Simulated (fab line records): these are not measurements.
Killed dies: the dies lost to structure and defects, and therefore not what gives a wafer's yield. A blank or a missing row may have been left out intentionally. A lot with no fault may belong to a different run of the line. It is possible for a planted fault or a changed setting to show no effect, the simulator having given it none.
fab line records    flow n5-finfet
record: lots: 24  wafers: 72  last-day: 18
route steps=1938 shown BEOL_M1@799 BEOL_M2@842
lots that met no fault: taken from a fault-free run of the same line
start-h: hours from the record's opening day to when the first of the lot's shown wafers began    wait-h: hours since the lot's step before    " identical to the entry in the row above    L1.1+2: one row covering several wafers at once    - no value, or no start given    * or withheld: withheld    < > ~ a bound
route shown NAME@n: NAME is a module with steps in the file, n the number in the route of the first one    usual: the fault-free wafers' mean and standard deviation    same: alike in all rows    chamber/n: place in a boat    sites: per-site readings    _std_site: how widely they spread, as a standard deviation    _edge_site: the outer-site mean with the inner-site mean subtracted    radius-mm: for every site, how far away it sits from the centre of the wafer    mask NAME#n: copy n    behind: tool/chamber where the wafer was last shaped    hold: what put the lot on hold/how long, in hours/how the hold closed    device: transistor that didn't switch, given as n, p or np    end of line: tests of these same wafers at the route's end    where a step has no rows: the recipe by itself    killed: at the first sort, the dies lost to defects and structure; wafer yield is something else    map: a wafer's dies, marking killed ones x, the rest . and places with no die _
set.NAME: the setting the step ran with; set.NAME@STEP: the setting that earlier step ran with    model.NAME: the simulator's own value behind a step, which no gauge read
one table for each step of the route and one row for each wafer, over a sample of lots
services: when a tool's chamber went out of use (start-h, in hours from the record's first day, below 0 if earlier), for how many hours, and the reason
== steps ==
step: N5_BEOL_M1_STRIP_36
recipe: chemistry: N2/H2  power-w: 450  temp-c: 40  pressure-mtorr: 20  rf-frequency-hz: 6e+07  overash-fraction: 0.3  bias-power-w: 7  h2-frac: 0.5  n2-flow-sccm: 200  h2-flow-sccm: 200
usual: chamber-pressure-mTorr: 20.00/0.031  drypump-motor-current-A: 5.9/0.33  h2-flow-sccm: 200.0/0.61  oes-product-au: 0.79/0.097  rf-vpp-V: 58.9/1.4  showerhead-plenum-p-Torr: 2.48/0.099  throttle-valve-pct: 23.5/0.34
lot.wafer  tool         chamber  start-h  wait-h  chamber-pressure-mTorr  drypump-motor-current-A  h2-flow-sccm  oes-product-au  rf-hours-counter-h  rf-vpp-V  showerhead-plenum-p-Torr  throttle-valve-pct
L074.1     rie-diel-03  0        125.66   0.0     19.99                   5.8                      199.9         0.92            17                  60.4      2.59                      24.1
L074.2     "            2        "        "       19.94                   6.5                      200.6         0.69            235                 58.9      2.48                      23.0
L074.3     "            3        "        "       20.00                   5.5                      199.8         0.71            220                 58.1      2.40                      23.5
L075.1     rie-diel-03  0        130.30   0.0     19.98                   5.8                      200.1         0.90            19                  58.9      2.59                      24.0
L075.4     "            2        "        "       19.94                   6.6                      199.1         0.70            237                 60.5      2.48                      23.1
L075.6     "            1        "        "       19.97                   5.6                      199.6         0.74            -                   58.1      2.42                      23.9
L077.4     rie-diel-04  1        145.60   0.0     19.96                   6.2                      201.1         0.75            156                 58.7      2.61                      23.2
L077.5     "            1        "        "       20.01                   6.2                      200.9         0.76            -                   57.7      2.61                      23.3
L077.6     "            2        "        "       20.04                   6.0                      201.0         0.70            -                   60.1      2.61                      23.8
L076.3     rie-diel-06  3        146.09   0.0     19.96                   5.9                      200.1         0.79            116                 58.7      2.43                      23.4
L076.4     "            2        "        "       19.99                   5.9                      199.4         0.69            234                 57.1      2.61                      23.7
L076.5     "            2        "        "       19.98                   5.9                      200.5         0.68            -                   60.9      2.62                      23.7
L078.2     rie-diel-06  3        158.74   0.0     20.03                   6.0                      199.5         0.78            119                 57.7      2.43                      23.4
L078.4     "            0        "        "       19.96                   5.5                      200.2         0.69            223                 58.7      2.39                      23.7
L078.5     "            3        "        "       20.01                   6.0                      199.1         0.77            -                   59.2      2.43                      23.4
L079.1     rie-diel-03  1        158.74   0.0     19.99                   5.6                      199.0         0.73            184                 58.9      2.41                      24.0
L079.2     "            3        "        "       20.06                   5.5                      200.7         0.71            229                 54.5      2.40                      23.4
L079.3     "            2        "        "       20.01                   6.5                      200.5         0.69            245                 60.2      2.48                      23.1
L080.2     rie-diel-06  2        169.27   0.0     20.00                   5.9                      199.2         0.68            241                 58.7      2.61                      23.7
L080.4     "            1        "        "       19.99                   6.2                      200.4         0.92            23                  56.0      2.49                      23.8
L080.5     "            3        "        "       20.06                   6.0                      199.7         0.79            -                   58.4      2.43                      23.4
L081.2     rie-diel-06  0        173.61   0.0     19.98                   5.4                      200.2         0.70            227                 61.2      2.39                      23.7
L081.3     "            2        "        "       20.00                   5.9                      200.0         0.67            242                 60.4      2.61                      23.7
L081.5     "            1        "        "       20.02                   6.3                      200.3         0.92            -                   59.2      2.49                      23.8
L083.1     rie-diel-03  1        180.84   0.0     19.96                   5.6                      199.0         0.73            190                 57.1      2.41                      24.0
L083.3     "            0        "        "       19.99                   5.8                      199.7         0.88            33                  56.9      2.58                      24.1
L083.4     "            1        "        "       20.05                   5.6                      199.4         0.73            -                   57.4      2.41                      24.0
L082.1     rie-diel-04  2        181.69   0.0     19.97                   6.0                      199.4         0.70            248                 61.9      2.60                      23.8
L082.4     "            3        "        "       19.98                   5.6                      200.5         0.79            115                 60.4      2.34                      23.2
L082.6     "            0        "        "       19.95                   5.4                      200.1         0.77            -                   60.6      2.41                      23.2
L084.1     rie-diel-06  0        188.67   0.0     20.02                   5.5                      201.0         0.68            232                 58.4      2.38                      23.7
L084.4     "            3        "        "       20.03                   5.9                      200.2         0.76            -                   61.8      2.43                      23.4
L084.6     "            1        "        "       19.92                   6.2                      198.3         0.91            -                   56.3      2.49                      23.8
L085.1     rie-diel-03  0        196.30   0.0     20.04                   5.8                      200.4         0.87            38                  58.2      2.58                      24.1
L085.2     "            3        "        "       20.04                   5.5                      199.3         0.70            241                 57.3      2.39                      23.5
L085.3     "            1        "        "       20.03                   5.6                      199.5         0.72            195                 58.6      2.41                      24.0
L086.3     rie-diel-04  0        208.52   0.0     20.04                   5.4                      199.7         0.74            176                 57.2      2.41                      23.3
L086.4     "            0        "        "       19.97                   5.4                      200.1         0.76            -                   57.8      2.41                      23.2
L086.6     "            1        "        "       20.01                   6.2                      200.9         0.73            -                   60.9      2.60                      23.3
L087.2     rie-diel-04  1        211.33   0.0     20.07                   6.2                      200.5         0.73            179                 61.2      2.60                      23.3
L087.3     "            2        "        "       19.96                   6.0                      200.5         1.02            0                   58.8      2.60                      23.4
L087.4     "            1        "        "       20.01                   6.2                      200.5         0.74            -                   60.6      2.60                      23.3
L088.3     rie-diel-04  2        216.44   0.0     19.99                   6.0                      201.4         0.99            3                   58.3      2.60                      23.4
L088.4     "            1        "        "       19.99                   6.2                      201.2         0.72            182                 58.6      2.60                      23.3
L088.5     "            1        "        "       19.97                   6.2                      200.2         0.73            -                   59.8      2.60                      23.3
L089.2     rie-diel-03  3        216.44   0.0     19.99                   5.5                      199.5         0.69            249                 58.1      2.39                      23.5
L089.4     "            2        "        "       20.02                   6.5                      199.8         0.97            -                   58.0      2.47                      22.7
L089.5     "            0        "        "       19.97                   5.9                      199.9         0.85            -                   58.4      2.57                      24.1
L090.1     rie-diel-03  1        230.14   0.0     19.98                   5.5                      201.2         0.73            204                 58.4      2.40                      24.0
L090.2     "            0        "        "       20.01                   5.8                      199.5         0.84            52                  59.2      2.57                      24.1
L090.3     "            3        "        "       19.95                   5.5                      200.5         0.69            249                 59.6      2.39                      23.5
L091.1     rie-diel-04  2        236.18   0.0     20.04                   6.1                      200.4         0.95            8                   58.3      2.60                      23.4
L091.5     "            2        "        "       20.01                   6.1                      200.7         0.96            -                   58.1      2.60                      23.4
L091.6     "            3        "        "       20.04                   5.6                      201.0         0.77            -                   56.9      2.33                      23.3
L092.1     rie-diel-06  1        241.70   0.0     20.01                   6.2                      198.7         0.87            46                  59.7      2.48                      23.8
L092.3     "            2        "        "       20.00                   5.9                      200.2         0.95            5                   60.1      2.61                      23.5
L092.4     "            0        "        "       20.00                   5.5                      199.3         0.67            250                 59.0      2.38                      23.7
L093.2     rie-diel-03  3        249.68   0.0     20.03                   5.5                      200.4         0.96            2                   61.5      2.71                      23.1
L093.4     "            1        "        "       20.01                   5.6                      200.2         0.71            212                 57.5      2.40                      24.0
L093.6     "            2        "        "       20.03                   6.5                      199.2         0.92            -                   59.1      2.47                      22.8
L094.2     rie-diel-04  2        249.71   0.0     20.04                   6.1                      199.7         0.95            13                  60.1      2.59                      23.4
L094.3     "            0        "        "       20.04                   5.4                      199.0         0.74            188                 58.7      2.40                      23.2
L094.5     "            2        "        "       20.00                   6.1                      199.7         0.94            -                   59.2      2.59                      23.4
L095.1     rie-diel-06  1        254.94   0.0     20.01                   6.2                      199.8         0.86            52                  60.3      2.48                      23.8
L095.4     "            3        "        "       20.01                   6.0                      200.7         0.75            -                   59.8      2.42                      23.5
L095.6     "            2        "        "       19.95                   5.9                      199.5         0.92            -                   60.0      2.60                      23.4
L096.1     rie-diel-03  3        270.87   0.0     20.05                   5.5                      200.5         0.93            7                   60.3      2.71                      23.1
L096.4     "            0        "        "       20.00                   5.9                      200.1         0.83            66                  60.3      2.57                      24.1
L096.6     "            3        "        "       20.03                   5.5                      201.6         0.95            -                   57.7      2.71                      23.1
L097.2     rie-diel-06  0        277.61   0.0     19.99                   5.5                      199.4         0.95            4                   59.0      2.69                      23.4
L097.5     "            3        "        "       19.97                   6.0                      199.4         0.74            -                   58.5      2.41                      23.5
L097.6     "            2        "        "       20.03                   5.9                      200.0         0.91            -                   60.7      2.60                      23.4
step: N5_BEOL_M1_OCD_MEAS_38
usual: trench-depth-nm: 55.1/1.1
lot.wafer  tool    chamber  start-h  wait-h  trench-depth-nm
L074.1     ocd-02  -        125.86   -       56.9
L074.2     "       -        "        "       54.8
L074.3     "       -        "        "       55.0
L075.1     ocd-01  -        130.49   -       56.7
L075.4     "       -        "        "       54.3
L075.6     "       -        "        "       56.0
L077.4     ocd-01  -        145.80   -       53.1
L077.5     "       -        "        "       53.0
L077.6     "       -        "        "       55.5
L076.3     ocd-01  -        146.29   -       55.9
L076.4     "       -        "        "       54.6
L076.5     "       -        "        "       54.3
L079.1     ocd-01  -        158.93   -       55.6
L079.2     "       -        "        "       54.6
L079.3     "       -        "        "       54.7
L078.2     ocd-01  -        158.95   -       55.4
L078.4     "       -        "        "       55.0
L078.5     "       -        "        "       56.2
L080.2     ocd-02  -        169.46   -       53.6
L080.4     "       -        "        "       55.6
L080.5     "       -        "        "       56.0
L081.2     ocd-02  -        173.81   -       55.3
L081.3     "       -        "        "       53.5
L081.5     "       -        "        "       55.5
L083.1     ocd-01  -        181.04   -       55.6
L083.3     "       -        "        "       56.1
L083.4     "       -        "        "       55.3
L082.1     ocd-01  -        181.88   -       54.9
L082.4     "       -        "        "       55.2
L082.6     "       -        "        "       54.6
L084.1     ocd-01  -        188.87   -       54.5
L084.4     "       -        "        "       55.3
L084.6     "       -        "        "       55.5
L085.1     ocd-01  -        196.50   -       56.0
L085.2     "       -        "        "       54.9
L085.3     "       -        "        "       55.4
L086.3     ocd-01  -        208.72   -       55.0
L086.4     "       -        "        "       55.3
L086.6     "       -        "        "       52.6
L087.2     ocd-02  -        211.52   -       52.4
L087.3     "       -        "        "       55.5
L087.4     "       -        "        "       52.7
L088.3     ocd-01  -        216.65   -       56.5
L088.4     "       -        "        "       52.8
L088.5     "       -        "        "       52.2
L089.2     ocd-02  -        216.69   -       54.3
L089.4     "       -        "        "       55.2
L089.5     "       -        "        "       56.1
L090.1     ocd-02  -        230.33   -       55.8
L090.2     "       -        "        "       56.6
L090.3     "       -        "        "       54.5
L091.1     ocd-02  -        236.38   -       55.2
L091.5     "       -        "        "       55.5
L091.6     "       -        "        "       54.8
L092.1     ocd-01  -        241.90   -       55.4
L092.3     "       -        "        "       55.1
L092.4     "       -        "        "       53.8
L093.2     ocd-02  -        249.88   -       55.6
L093.4     "       -        "        "       55.8
L093.6     "       -        "        "       56.4
L094.2     ocd-01  -        249.92   -       55.8
L094.3     "       -        "        "       55.1
L094.5     "       -        "        "       55.4
L095.1     ocd-02  -        255.14   -       56.6
L095.4     "       -        "        "       54.4
L095.6     "       -        "        "       55.7
L096.1     ocd-01  -        271.06   -       55.8
L096.4     "       -        "        "       56.6
L096.6     "       -        "        "       55.1
L097.2     ocd-02  -        277.82   -       57.3
L097.5     "       -        "        "       54.1
L097.6     "       -        "        "       54.7
step: N5_BEOL_M1_SURFACE_TREAT_85
recipe: gas: Ar  time-s: *  ion-energy-ev: *  ion-current-ma-cm2: 0.5  pressure-mtorr: *  ar-flow-sccm: 30
usual: throttle-valve-pct: *
same: time-s: *
lot.wafer  tool            chamber  start-h  wait-h  throttle-valve-pct
L074.1     pvd-sputter-03  -        127.78   0.1     *
L074.2     "               -        "        "       *
L074.3     "               -        "        "       *
L075.1     pvd-sputter-02  -        131.34   0.2     *
L075.4     "               -        "        "       *
L075.6     "               -        "        "       *
L077.4     pvd-sputter-03  -        146.35   0.1     *
L077.5     "               -        "        "       *
L077.6     "               -        "        "       *
L076.3     pvd-sputter-02  -        147.95   1.0     *
L076.4     "               -        "        "       *
L076.5     "               -        "        "       *
L079.1     pvd-sputter-03  -        159.69   0.3     *
L079.2     "               -        "        "       *
L079.3     "               -        "        "       *
L078.2     pvd-sputter-03  -        159.93   0.3     *
L078.4     "               -        "        "       *
L078.5     "               -        "        "       *
L080.2     pvd-sputter-01  -        170.48   0.2     *
L080.4     "               -        "        "       *
L080.5     "               -        "        "       *
L081.2     pvd-sputter-03  -        174.62   0.2     *
L081.3     "               -        "        "       *
L081.5     "               -        "        "       *
L083.1     pvd-sputter-02  -        181.56   0.1     *
L083.3     "               -        "        "       *
L083.4     "               -        "        "       *
L082.1     pvd-sputter-01  -        183.76   1.2     *
L082.4     "               -        "        "       *
L082.6     "               -        "        "       *
L084.1     pvd-sputter-03  -        190.39   0.2     *
L084.4     "               -        "        "       *
L084.6     "               -        "        "       *
L085.1     pvd-sputter-01  -        197.55   0.3     *
L085.2     "               -        "        "       *
L085.3     "               -        "        "       *
L086.3     pvd-sputter-01  -        210.03   0.3     *
L086.4     "               -        "        "       *
L086.6     "               -        "        "       *
L087.2     pvd-sputter-02  -        212.45   0.3     *
L087.3     "               -        "        "       *
L087.4     "               -        "        "       *
L088.3     pvd-sputter-03  -        217.47   0.2     *
L088.4     "               -        "        "       *
L088.5     "               -        "        "       *
L089.2     pvd-sputter-03  -        217.51   0.2     *
L089.4     "               -        "        "       *
L089.5     "               -        "        "       *
L090.1     pvd-sputter-03  -        231.28   0.3     *
L090.2     "               -        "        "       *
L090.3     "               -        "        "       *
L091.1     pvd-sputter-01  -        237.34   0.1     *
L091.5     "               -        "        "       *
L091.6     "               -        "        "       *
L092.1     pvd-sputter-02  -        242.74   0.1     *
L092.3     "               -        "        "       *
L092.4     "               -        "        "       *
L094.2     pvd-sputter-02  -        250.72   0.2     *
L094.3     "               -        "        "       *
L094.5     "               -        "        "       *
L093.2     pvd-sputter-02  -        250.86   0.1     *
L093.4     "               -        "        "       *
L093.6     "               -        "        "       *
L095.1     pvd-sputter-03  -        256.57   0.1     *
L095.4     "               -        "        "       *
L095.6     "               -        "        "       *
L096.1     pvd-sputter-01  -        271.95   0.3     *
L096.4     "               -        "        "       *
L096.6     "               -        "        "       *
L097.2     pvd-sputter-03  -        278.89   0.2     *
L097.5     "               -        "        "       *
L097.6     "               -        "        "       *
step: N5_BEOL_M1_ANNEAL_89
recipe: temp-c: 400  time-s: 240  ambient: vacuum
usual: heater-power-w: 806/86
same: time-s: 240
lot.wafer  tool            chamber  start-h  wait-h  heater-power-w
L074.1     pvd-sputter-01  -        128.96   0.0     705
L074.2     "               -        "        "       859
L074.3     "               -        "        "       808
L075.1     pvd-sputter-03  -        132.64   0.0     754
L075.4     "               -        "        "       636
L075.6     "               -        "        "       782
L077.4     pvd-sputter-01  -        148.04   0.0     804
L077.5     "               -        "        "       859
L077.6     "               -        "        "       809
L076.3     pvd-sputter-02  -        149.13   0.0     848
L076.4     "               -        "        "       870
L076.5     "               -        "        "       864
L079.1     pvd-sputter-03  -        160.93   0.0     677
L079.2     "               -        "        "       668
L079.3     "               -        "        "       948
L078.2     pvd-sputter-02  -        161.38   0.0     784
L078.4     "               -        "        "       796
L078.5     "               -        "        "       829
L080.2     pvd-sputter-02  -        171.73   0.0     849
L080.4     "               -        "        "       840
L080.5     "               -        "        "       871
L081.2     pvd-sputter-03  -        175.88   0.0     953
L081.3     "               -        "        "       783
L081.5     "               -        "        "       934
L083.1     pvd-sputter-01  -        182.74   0.0     802
L083.3     "               -        "        "       795
L083.4     "               -        "        "       716
L082.1     pvd-sputter-02  -        184.97   0.0     833
L082.4     "               -        "        "       850
L082.6     "               -        "        "       817
L084.1     pvd-sputter-03  -        191.67   0.0     778
L084.4     "               -        "        "       957
L084.6     "               -        "        "       664
L085.1     pvd-sputter-03  -        198.74   0.0     747
L085.2     "               -        "        "       960
L085.3     "               -        "        "       697
L086.3     pvd-sputter-01  -        211.65   0.0     729
L086.4     "               -        "        "       818
L086.6     "               -        "        "       727
L087.2     pvd-sputter-03  -        213.68   0.0     712
L087.3     "               -        "        "       650
L087.4     "               -        "        "       776
L088.3     pvd-sputter-01  -        218.65   0.0     799
L088.4     "               -        "        "       891
L088.5     "               -        "        "       815
L089.2     pvd-sputter-02  -        218.79   0.0     794
L089.4     "               -        "        "       893
L089.5     "               -        "        "       844
L090.1     pvd-sputter-03  -        232.46   0.0     758
L090.2     "               -        "        "       669
L090.3     "               -        "        "       957
L091.1     pvd-sputter-02  -        238.63   0.0     867
L091.5     "               -        "        "       837
L091.6     "               -        "        "       794
L092.1     pvd-sputter-03  -        244.19   0.0     666
L092.3     "               -        "        "       683
L092.4     "               -        "        "       956
L094.2     pvd-sputter-02  -        251.90   0.0     828
L094.3     "               -        "        "       898
L094.5     "               -        "        "       835
L093.2     pvd-sputter-02  -        253.74   0.0     836
L093.4     "               -        "        "       889
L093.6     "               -        "        "       879
L095.1     pvd-sputter-03  -        258.20   0.0     781
L095.4     "               -        "        "       660
L095.6     "               -        "        "       960
L096.1     pvd-sputter-01  -        273.13   0.0     856
L096.4     "               -        "        "       826
L096.6     "               -        "        "       802
L097.2     pvd-sputter-03  -        280.07   0.0     963
L097.5     "               -        "        "       670
L097.6     "               -        "        "       694
step: N5_BEOL_M1_CO_CAP_55
recipe: material: Co  target-thk-a: 20  temp-c: 200  precursor: CCTBA/H2  pressure-torr: 30  time-s: 102.1
usual: heater-power-outer-w: 121/11  heater-power-w: 226/14
same: time-s: 102.1
lot.wafer  tool       chamber  start-h  wait-h  heater-power-outer-w  heater-power-w
L074.1     cvd-co-01  2        130.66   0.0     141                   245
L074.2     "          0        "        "       121                   213
L074.3     "          2        "        "       137                   233
L075.1     cvd-co-02  2        134.31   0.0     104                   204
L075.4     "          1        "        "       122                   245
L075.6     "          0        "        "       114                   226
L077.4     cvd-co-02  1        149.86   0.0     125                   242
L077.5     "          0        "        "       113                   227
L077.6     "          2        "        "       107                   204
L076.3     cvd-co-01  2        150.91   0.0     135                   244
L076.4     "          2        "        "       138                   242
L076.5     "          0        "        "       122                   217
L079.1     cvd-co-02  1        162.62   0.0     129                   242
L079.2     "          0        "        "       117                   224
L079.3     "          1        "        "       129                   247
L078.2     cvd-co-02  1        163.07   0.0     129                   243
L078.4     "          0        "        "       118                   222
L078.5     "          0        "        "       114                   229
L080.2     cvd-co-02  0        173.41   0.0     112                   229
L080.4     "          2        "        "       106                   206
L080.5     "          0        "        "       118                   228
L081.2     cvd-co-02  2        177.54   0.0     104                   205
L081.3     "          1        "        "       125                   241
L081.5     "          1        "        "       127                   246
L083.1     cvd-co-02  0        184.41   0.0     114                   227
L083.3     "          1        "        "       128                   242
L083.4     "          2        "        "       105                   209
L082.1     cvd-co-01  2        186.63   0.0     139                   242
L082.4     "          0        "        "       123                   218
L082.6     "          2        "        "       142                   242
L084.1     cvd-co-01  1        193.33   0.0     107                   218
L084.4     "          2        "        "       141                   245
L084.6     "          0        "        "       122                   216
L085.1     cvd-co-01  2        201.44   0.0     141                   245
L085.2     "          0        "        "       119                   216
L085.3     "          1        "        "       109                   212
L086.3     cvd-co-01  2        213.42   0.1     144                   236
L086.4     "          1        "        "       110                   217
L086.6     "          2        "        "       137                   243
L087.2     cvd-co-01  0        215.35   0.0     120                   221
L087.3     "          1        "        "       107                   211
L087.4     "          2        "        "       141                   250
L088.3     cvd-co-01  0        220.31   0.0     122                   213
L088.4     "          2        "        "       136                   233
L088.5     "          1        "        "       111                   211
L089.2     cvd-co-02  1        221.80   0.0     129                   237
L089.4     "          2        "        "       106                   202
L089.5     "          1        "        "       126                   250
L090.1     cvd-co-01  2        234.45   0.0     143                   239
L090.2     "          1        "        "       112                   217
L090.3     "          0        "        "       121                   217
L091.1     cvd-co-01  2        240.52   0.0     139                   237
L091.5     "          0        "        "       120                   216
L091.6     "          2        "        "       138                   241
L092.1     cvd-co-01  2        245.92   0.0     139                   242
L092.3     "          1        "        "       109                   218
L092.4     "          2        "        "       140                   242
L094.2     cvd-co-01  1        253.63   0.0     112                   215
L094.3     "          2        "        "       139                   238
L094.5     "          2        "        "       139                   240
L093.2     cvd-co-02  1        255.41   0.0     126                   243
L093.4     "          0        "        "       116                   235
L093.6     "          1        "        "       123                   248
L095.1     cvd-co-01  1        259.87   0.0     108                   217
L095.4     "          1        "        "       109                   213
L095.6     "          2        "        "       143                   246
L096.1     cvd-co-02  2        274.80   0.0     107                   209
L096.4     "          0        "        "       115                   228
L096.6     "          2        "        "       107                   207
L097.2     cvd-co-01  2        281.75   0.0     139                   245
L097.5     "          2        "        "       139                   235
L097.6     "          1        "        "       110                   216
step: N5_BEOL_M2_THK_MEAS_01
recipe: reads: SiOC_of_BEOL_M2_ILD_DEP_00
usual: M2_ILD_THK: 79.0/1.2
lot.wafer  tool           chamber  start-h  wait-h  M2_ILD_THK[nm]
L074.1     film-metro-01  -        131.01   0.0     78.2
L074.2     "              -        "        "       79.9
L074.3     "              -        "        "       79.4
L075.1     film-metro-01  -        134.64   0.0     76.7
L075.4     "              -        "        "       78.0
L075.6     "              -        "        "       78.2
L077.4     film-metro-02  -        150.14   0.0     79.1
L077.5     "              -        "        "       79.2
L077.6     "              -        "        "       79.8
L076.3     film-metro-01  -        151.24   0.1     79.0
L076.4     "              -        "        "       80.4
L076.5     "              -        "        "       81.4
L079.1     film-metro-02  -        162.97   0.0     76.9
L079.2     "              -        "        "       77.9
L079.3     "              -        "        "       77.2
L078.2     film-metro-01  -        163.42   0.1     77.2
L078.4     "              -        "        "       79.0
L078.5     "              -        "        "       77.8
L080.2     film-metro-02  -        173.73   0.1     78.8
L080.4     "              -        "        "       78.5
L080.5     "              -        "        "       79.0
L081.2     film-metro-02  -        177.91   0.1     77.2
L081.3     "              -        "        "       79.9
L081.5     "              -        "        "       79.3
L083.1     film-metro-02  -        184.75   0.1     76.8
L083.3     "              -        "        "       77.6
L083.4     "              -        "        "       78.2
L082.1     film-metro-02  -        186.94   0.0     78.5
L082.4     "              -        "        "       79.9
L082.6     "              -        "        "       79.7
L084.1     film-metro-02  -        193.67   0.1     78.9
L084.4     "              -        "        "       80.4
L084.6     "              -        "        "       81.4
L085.1     film-metro-02  -        201.75   0.0     78.3
L085.2     "              -        "        "       78.2
L085.3     "              -        "        "       78.7
L086.3     film-metro-01  -        213.74   0.1     77.7
L086.4     "              -        "        "       79.0
L086.6     "              -        "        "       79.9
L087.2     film-metro-01  -        215.66   0.1     78.5
L087.3     "              -        "        "       79.2
L087.4     "              -        "        "       79.9
L088.3     film-metro-01  -        220.87   0.3     78.0
L088.4     "              -        "        "       79.8
L088.5     "              -        "        "       80.1
L089.2     film-metro-02  -        222.15   0.1     77.7
L089.4     "              -        "        "       79.3
L089.5     "              -        "        "       79.1
L090.1     film-metro-02  -        234.76   0.0     77.0
L090.2     "              -        "        "       77.1
L090.3     "              -        "        "       77.0
L091.1     film-metro-02  -        240.83   0.0     77.8
L091.5     "              -        "        "       79.4
L091.6     "              -        "        "       80.5
L092.1     film-metro-01  -        246.24   0.0     77.7
L092.3     "              -        "        "       77.8
L092.4     "              -        "        "       78.6
L094.2     film-metro-02  -        253.96   0.1     78.0
L094.3     "              -        "        "       79.0
L094.5     "              -        "        "       79.6
L093.2     film-metro-01  -        255.73   0.1     79.3
L093.4     "              -        "        "       80.7
L093.6     "              -        "        "       79.8
L095.1     film-metro-01  -        260.19   0.0     78.9
L095.4     "              -        "        "       81.6
L095.6     "              -        "        "       80.5
L096.1     film-metro-01  -        275.11   0.1     78.8
L096.4     "              -        "        "       80.4
L096.6     "              -        "        "       78.2
L097.2     film-metro-02  -        282.07   0.1     79.9
L097.5     "              -        "        "       78.9
L097.6     "              -        "        "       81.0
== services ==
tool         chamber  start-h  hours  kind
cvd-co-01    1        114.67   -      clean
cvd-co-01    1        114.67   22.0   scheduled-down
cvd-co-01    1        114.67   22.0   vent-cycle
rie-diel-04  -        136.74   2.8    pm
rie-diel-04  2        157.46   2.1    repair
cvd-co-02    2        161.91   7.8    repair
rie-diel-03  2        175.53   -      clean
rie-diel-03  2        175.53   -      consumable-replace:focus-ring
rie-diel-03  2        175.53   31.8   scheduled-down
rie-diel-03  2        175.53   31.8   vent-cycle
rie-diel-06  2        178.37   10.6   repair
cvd-co-02    1        191.08   4.8    repair
cvd-co-02    -        199.26   2.8    pm
rie-diel-06  -        201.59   2.8    pm
cvd-co-01    0        207.82   6.1    repair
rie-diel-04  0        209.83   5.8    repair
rie-diel-06  2        213.54   -      clean
rie-diel-03  3        233.72   -      clean
rie-diel-03  3        233.72   -      consumable-replace:focus-ring
rie-diel-03  3        233.72   -      consumable-replace:showerhead
rie-diel-03  3        233.72   11.9   scheduled-down
rie-diel-03  3        233.72   11.9   vent-cycle
rie-diel-04  0        250.43   17.9   repair
rie-diel-03  -        267.61   2.8    pm
== key ==
fault none
